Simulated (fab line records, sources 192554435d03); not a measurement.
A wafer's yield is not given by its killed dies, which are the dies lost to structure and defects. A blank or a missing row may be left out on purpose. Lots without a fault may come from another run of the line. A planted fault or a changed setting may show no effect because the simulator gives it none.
Matching of chambers + flow n5 finfet + N5_BEOL_M6_ILD_DEP_00 on pecvd-03: 3 sister chambers
The step deposits SiCOH lowk from DEMS/porogen, target thk 179.75 nm, time 33.4 s. 6 wafers are shown with their chamber, then 10 later ones without.

EACH WAFER AND ITS CHAMBER
| wafer  | chamber | throttle valve pct (%) | showerhead plenum p Torr (Torr) |
|--------|---------|------------------------|---------------------------------|
| L079.1 | 0       | 13.8                   | 5.767                           |
| L079.4 | 0       | 14.1                   | 5.753                           |
| L079.6 | 1       | 13.5                   | 5.722                           |
| L084.1 | 1       | 13.6                   | 5.740                           |
| L086.2 | 2       | 12.6                   | 5.753                           |
| L086.4 | 2       | 12.4                   | 5.740                           |

WAFERS WITHOUT THEIR CHAMBER
| wafer  | throttle valve pct (%) | showerhead plenum p Torr (Torr) |
|--------|------------------------|---------------------------------|
| L086.6 | 13.8                   | 5.728                           |
| L091.3 | 12.4                   | 5.749                           |
| L091.4 | 13.7                   | 5.742                           |
| L091.6 | 12.7                   | 5.739                           |
| L093.1 | 13.5                   | 5.714                           |
| L093.4 | 13.6                   | 5.717                           |
| L093.6 | 13.8                   | 5.746                           |
| L092.2 | 12.8                   | 5.761                           |
| L092.4 | 13.7                   | 5.732                           |
| L092.6 | 12.5                   | 5.752                           |

CHAMBER TAKEN BY EACH
| wafer  | from the rows above     | in truth |
|--------|-------------------------|----------|
| L086.6 | can't be placed: 1 or 0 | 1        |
| L091.3 | 2                       | 2        |
| L091.4 | can't be placed: 1 or 0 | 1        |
| L091.6 | 2                       | 2        |
| L093.1 | 1                       | 1        |
| L093.4 | 1                       | 1        |
| L093.6 | can't be placed: 0 or 1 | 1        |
| L092.2 | 2                       | 2        |
| L092.4 | 1                       | 1        |
| L092.6 | 2                       | 2        |
Correctly placed: 7 of 10. From these rows, 3 cannot be placed; in 3 the true chamber is one of the candidates. Placed wrongly: 0.
How it was worked out, from the rows above alone: a wafer's distance from a chamber is the root of the sum, over the readings, of the square of ((its reading less the chamber's mean) divided by the reading's scatter). The wafer belongs to the nearest chamber; if the next one is less than 2 further off, it can't be placed. For every chamber, the mean is computed from those of its wafers that are shown. How the scatter is found: for the shown wafers, subtract from each reading the mean of its chamber, square and add these, divide the total by (wafers less chambers), then take the root.
